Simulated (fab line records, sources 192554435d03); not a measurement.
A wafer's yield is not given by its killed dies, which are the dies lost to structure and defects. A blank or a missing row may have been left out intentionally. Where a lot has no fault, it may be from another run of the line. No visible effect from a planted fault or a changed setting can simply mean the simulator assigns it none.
Split-lot experiment | flow n5Finfet | on a route of 1938 steps: 7 lots, 39 wafers read

## ABOUT THE SPLIT
At N5_GATE_CUT_HM_DEP_46 (deposits SiO2 from TEOS/O2, target thk 130 nm, time 26.6 s), the setting targetThkA was moved away from the recipe's 1300 angstrom on 15 of the 39 wafers read, by -7.2% to +12.5%. The other wafers ran this setting at the recipe's value.

The reading comes from the split's own step.

## THE READING
SiO2_of_GATE_CUT_HM_DEP_46.thkNm (the simulator's own value, which no gauge read), in nm, at N5_GATE_CUT_HM_DEP_46 (deposits SiO2 from TEOS/O2, target thk 130 nm, time 26.6 s). The file does not state a usual value for it. Average 130.6 nm, standard deviation 1.6 nm, over the 24 wafers here run with the recipe.

wafer  | tool, chamber at the split | targetThkA as run, angstrom | against the recipe | SiO2_of_GATE_CUT_HM_DEP_46.thkNm, nm | against lot-mates on the recipe
L075.4 | pecvd-01, 1                | 1300                        | recipe             | 133                                  | -
L075.5 | pecvd-01, 2                | 1300                        | recipe             | 129.6                                | -
L075.6 | pecvd-01, 0                | 1300                        | recipe             | 132.2                                | -
L077.1 | pecvd-03, 0                | 1435                        | +10.4%             | 142.2                                | +12.9
L077.2 | pecvd-03, 2                | 1300                        | recipe             | 128                                  | -
L077.3 | pecvd-03, 1                | 1435                        | +10.4%             | 141.2                                | +11.9
L077.4 | pecvd-03, 2                | 1300                        | recipe             | 129.8                                | -
L077.5 | pecvd-03, 0                | 1435                        | +10.4%             | 145.2                                | +15.9
L077.6 | pecvd-03, 1                | 1300                        | recipe             | 130.2                                | -
L078.1 | pecvd-02, 1                | 1377                        | +5.9%              | 136.6                                | +6.0
L078.2 | pecvd-02, 2                | 1377                        | +5.9%              | 136.4                                | +5.8
L078.3 | pecvd-02, 0                | 1300                        | recipe             | 129.2                                | -
L078.4 | pecvd-02, 1                | 1377                        | +5.9%              | 138.4                                | +7.8
L078.5 | pecvd-02, 2                | 1300                        | recipe             | 131.4                                | -
L078.6 | pecvd-02, 0                | 1300                        | recipe             | 131.2                                | -
L083.1 | pecvd-03, 2                | 1300                        | recipe             | 129.8                                | -
L083.2 | pecvd-03, 1                | 1300                        | recipe             | 130                                  | -
L083.3 | pecvd-03, 0                | 1206                        | -7.2%              | 120.8                                | -9.3
L083.4 | pecvd-03, 1                | 1206                        | -7.2%              | 123                                  | -7.1
L083.5 | pecvd-03, 0                | 1206                        | -7.2%              | 122                                  | -8.1
L083.6 | pecvd-03, 2                | 1300                        | recipe             | 130.6                                | -
L086.1 | pecvd-03, 2                | 1300                        | recipe             | 127                                  | -
L086.2 | pecvd-03, 0                | 1300                        | recipe             | 128.6                                | -
L086.3 | pecvd-03, 1,0,2            | 1300                        | recipe             | 130                                  | -
L086.5 | pecvd-03, 1,0,2            | 1300                        | recipe             | 130                                  | -
L086.6 | pecvd-03, 1,0,2            | 1300                        | recipe             | 130                                  | -
L086.4 | pecvd-03, 1                | 1300                        | recipe             | 131.2                                | -
L091.1 | pecvd-03, 0                | 1462                        | +12.5%             | 146.8                                | +13.8
L091.2 | pecvd-03, 1                | 1300                        | recipe             | 131.6                                | -
L091.3 | pecvd-03, 2                | 1462                        | +12.5%             | 146.2                                | +13.2
L091.4 | pecvd-03, 1                | 1462                        | +12.5%             | 151.6                                | +18.6
L091.5 | pecvd-03, 0                | 1300                        | recipe             | 134                                  | -
L091.6 | pecvd-03, 2                | 1300                        | recipe             | 133.4                                | -
L096.1 | pecvd-03, 1                | 1355                        | +4.2%              | 136                                  | +4.5
L096.2 | pecvd-03, 0                | 1355                        | +4.2%              | 135.2                                | +3.7
L096.3 | pecvd-03, 2                | 1355                        | +4.2%              | 134.8                                | +3.3
L096.4 | pecvd-03, 0                | 1300                        | recipe             | 132                                  | -
L096.5 | pecvd-03, 2                | 1300                        | recipe             | 131                                  | -
L096.6 | pecvd-03, 1                | 1300                        | recipe             | 131.6                                | -
When a row names more than one chamber, that row covers several wafers, and the file does not tell which wafer ran in which chamber.

FIT RESULTS
A straight line over all 39 wafers: SiO2_of_GATE_CUT_HM_DEP_46.thkNm changes by +1.27 nm for each +1% of targetThkA; r = +0.97; the points scatter about the line by 1.7 nm.
The same after taking each lot's own level away (the mean of its wafers on the recipe; 39 wafers): +1.21 nm for each +1%; r = +0.98; scatter 1.4 nm.
The reading moves by 15 nm for the largest change in targetThkA, on that fit.
The lots' own levels span 129.33 to 133.00 nm, that is 2.3 times the standard deviation above.
The two slopes are in agreement: the lot-to-lot level therefore moves the slope only a little.
Check: +15.2 nm against its lot-mates is what the line predicts for one of the wafers moved furthest among these (+12.5%) when that wafer is left out of the fit. It came out at +13.8 nm against them.

## OTHER SPLITS APPLIED TO THESE WAFERS
Other splits were also applied to these wafers ahead of the reading. Each is held against what the fit with the lots' levels taken away leaves over:
other split on the same wafers    | wafers away from the commonest value | r with SiO2_of_GATE_CUT_HM_DEP_46.thkNm (lot level and that fit taken away)
N5_WELL_APT_IMPLANT_32 energyKev  | 12                                   | -0.06
N5_DUMMY_GATE_EXPOSE_12 doseMj    | 12                                   | -0.35
N5_DUMMY_GATE_ETCH_37 sourceW     | 12                                   | +0.10
N5_SD_EPI_N_EPI_21 epiGrowthTimeS | 12                                   | +0.11
N5_SD_EPI_P_ETCH_16 targetDepthA  | 9                                    | +0.13

## THE FILE'S OWN FIT
SiO2_of_GATE_CUT_HM_DEP_46.thkNm changes by +1.21 nm for each +1% of targetThkA, r = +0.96.
